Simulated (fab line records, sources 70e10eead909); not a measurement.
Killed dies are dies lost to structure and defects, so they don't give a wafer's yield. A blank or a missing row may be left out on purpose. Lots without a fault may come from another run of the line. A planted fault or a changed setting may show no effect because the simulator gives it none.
Chamber matching | flow nand_harc | NHARC_A_STAIRCASE_STRIP_476 on rie_diel-09: 4 sister chambers
The step strips in O2, time 20 s. 20 wafers are shown with their chamber, then 10 later ones without.

WAFERS WITH THEIR CHAMBER
wafer  | chamber | showerhead_plenum_p_Torr (Torr) | drypump_motor_current_A (A) | rf_vpp_V (V)
L085.1 | 3       | 3.53                            | 6.5                         | 57.4
L085.2 | 1       | 3.55                            | 4.7                         | 57.9
L085.3 | 2       | 3.78                            | 6.1                         | 58.0
L084.2 | 0       | 3.31                            | 6.0                         | 56.4
L084.5 | 1       | 3.55                            | 4.7                         | 57.2
L084.6 | 0       | 3.31                            | 6.0                         | 54.7
L084.1 | 1       | 3.55                            | 4.7                         | 57.7
L084.3 | 3       | 3.53                            | 6.5                         | 58.3
L084.4 | 2       | 3.78                            | 6.1                         | 58.5
L086.3 | 2       | 3.78                            | 6.1                         | 56.9
L086.4 | 0       | 3.31                            | 6.0                         | 56.4
L086.6 | 1       | 3.55                            | 4.7                         | 57.8
L087.1 | 3       | 3.53                            | 6.5                         | 57.7
L087.3 | 2       | 3.78                            | 6.2                         | 57.8
L087.4 | 0       | 3.31                            | 6.0                         | 55.5
L087.2 | 1       | 3.54                            | 4.7                         | 58.6
L087.5 | 2       | 3.78                            | 6.2                         | 59.0
L087.6 | 3       | 3.53                            | 6.5                         | 58.7
L088.2 | 3       | 3.53                            | 6.5                         | 58.6
L088.4 | 2       | 3.78                            | 6.2                         | 60.9

SIGNATURES (means of the wafers above)
reading                  | chamber 0 | chamber 1 | chamber 2 | chamber 3 | scatter within a chamber
showerhead_plenum_p_Torr | 3.3100    | 3.5480    | 3.7800    | 3.5300    | 0.00224
drypump_motor_current_A  | 6.000     | 4.700     | 6.150     | 6.500     | 0.0306
rf_vpp_V                 | 55.750    | 57.840    | 58.517    | 58.140    | 0.923
Rule: a wafer's distance from a chamber is the root of the sum, over the readings, of the square of ((its reading less the chamber's mean) divided by the reading's scatter). The wafer belongs to the nearest chamber; if the next one is less than 2 further off, it can't be placed. The scatter: the root of (the sum of the squares of (reading less its chamber's mean) over the shown wafers, divided by (wafers less chambers)).

WAFERS WITHOUT THEIR CHAMBER
wafer  | showerhead_plenum_p_Torr (Torr) | drypump_motor_current_A (A) | rf_vpp_V (V)
L088.5 | 3.78                            | 6.1                         | 57.4
L092.2 | 3.77                            | 6.2                         | 59.8
L092.4 | 3.52                            | 6.5                         | 58.2
L092.6 | 3.52                            | 6.5                         | 56.5
L095.2 | 3.52                            | 6.4                         | 56.9
L095.4 | 3.53                            | 4.7                         | 56.6
L095.6 | 3.53                            | 4.7                         | 57.5
L096.1 | 3.52                            | 4.7                         | 56.3
L096.2 | 3.75                            | 6.2                         | 58.6
L096.3 | 3.29                            | 6.1                         | 59.1

WHICH CHAMBER EACH WENT THROUGH
wafer  | from the rows above | in truth
L088.5 | 2                   | 2
L092.2 | 2                   | 2
L092.4 | 3                   | 3
L092.6 | 3                   | 3
L095.2 | 3                   | 3
L095.4 | 1                   | 1
L095.6 | 1                   | 1
L096.1 | 1                   | 1
L096.2 | 2                   | 2
L096.3 | 0                   | 0
Placed correctly: 10 of 10. Can't be placed from these rows: 0. Placed wrongly: 0.
